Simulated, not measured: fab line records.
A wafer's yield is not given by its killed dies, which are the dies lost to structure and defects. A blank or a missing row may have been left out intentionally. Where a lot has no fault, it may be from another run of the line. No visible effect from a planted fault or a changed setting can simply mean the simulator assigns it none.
2 desks, one fault + flow n5_finfet + each desk holds nothing but its own numbers, with what lay behind them at the end

== FOR THE TOOL OWNER'S DESK: pecvd-01 ==
The tool's own readings at N5_BEOL_M0_SAQP_ILD_DEP_01 (deposits SiOC from DEMS/O2, target thk 45.419 nm, time 8.7 s): means of the sampled wafers that have a number, for each lot that ran on this tool. The brackets show how far a lot's mean lies from the usual mean; more than 4 standard deviations puts the lot out of limits, marked OUT.
Columns: A = heater_power_w at N5_BEOL_M0_SAQP_ILD_DEP_01, usual 488 W; B = showerhead_plenum_p_Torr at N5_BEOL_M0_SAQP_ILD_DEP_01, usual 5.698 Torr; C = throttle_valve_pct at N5_BEOL_M0_SAQP_ILD_DEP_01, usual 12.0 %
| lot  | first seen here | A   | B     | C    |
|------|-----------------|-----|-------|------|
| L430 | day 6 22:08     | 502 | 5.701 | 11.8 |
| L432 | day 7 00:50     | 493 | 5.694 | 12.0 |
| L433 | day 7 06:53     | 510 | 5.700 | 12.0 |
| L444 | day 10 00:11    | 472 | 5.696 | 11.9 |
Result from this desk: across the 4 lots, nothing is out of limits.

== FROM THE METROLOGY DESK ==
Lot by lot, what the gauges showed, no matter which tool ran the lot: averages of those sampled wafers that carry a number. The brackets show how far a lot's mean lies from the usual mean; more than 4 standard deviations puts the lot out of limits, marked OUT. 7 of its 10 readings are shown, namely those furthest out on some lot.
Columns: A = DIBL_P at N5_BEOL_M4_RC_MEAS_101, usual 35.6 mV/V; B = IOFF_P at N5_BEOL_M4_RC_MEAS_101, usual 0.20 nA/um; C = ION_N at N5_BEOL_M4_RC_MEAS_101, usual 672 uA/um; D = ION_P at N5_BEOL_M4_RC_MEAS_101, usual 462 uA/um; E = SS_P at N5_BEOL_M4_RC_MEAS_101, usual 73.1 mV/dec; F = VT_N at N5_BEOL_M4_RC_MEAS_101, usual 251 mV; G = VT_P at N5_BEOL_M4_RC_MEAS_101, usual -251 mV
| lot  | first seen here | A    | B    | C   | D   | E    | F   | G    |
|------|-----------------|------|------|-----|-----|------|-----|------|
| L430 | day 9 07:32     | 35.1 | 0.16 | 656 | 452 | 72.2 | 255 | -257 |
| L433 | day 9 10:06     | 36.4 | 0.24 | 685 | 478 | 73.5 | 247 | -244 |
| L432 | day 9 11:54     | 33.1 | 0.18 | 667 | 463 | 72.3 | 252 | -252 |
| L444 | day 12 03:37    | 37.5 | 0.20 | 672 | 459 | 73.6 | 250 | -252 |
| L446 | day 12 18:56    | 35.6 | 0.20 | 671 | 452 | 73.5 | 252 | -252 |
Result from this desk: across the 5 lots, nothing is out of limits.

== PUT TOGETHER ==
The tool owner's desk saw nothing out of limits.
From the metrology desk's view, nothing was out of limits.

== WHAT THE SIMULATOR HAD INSERTED ==
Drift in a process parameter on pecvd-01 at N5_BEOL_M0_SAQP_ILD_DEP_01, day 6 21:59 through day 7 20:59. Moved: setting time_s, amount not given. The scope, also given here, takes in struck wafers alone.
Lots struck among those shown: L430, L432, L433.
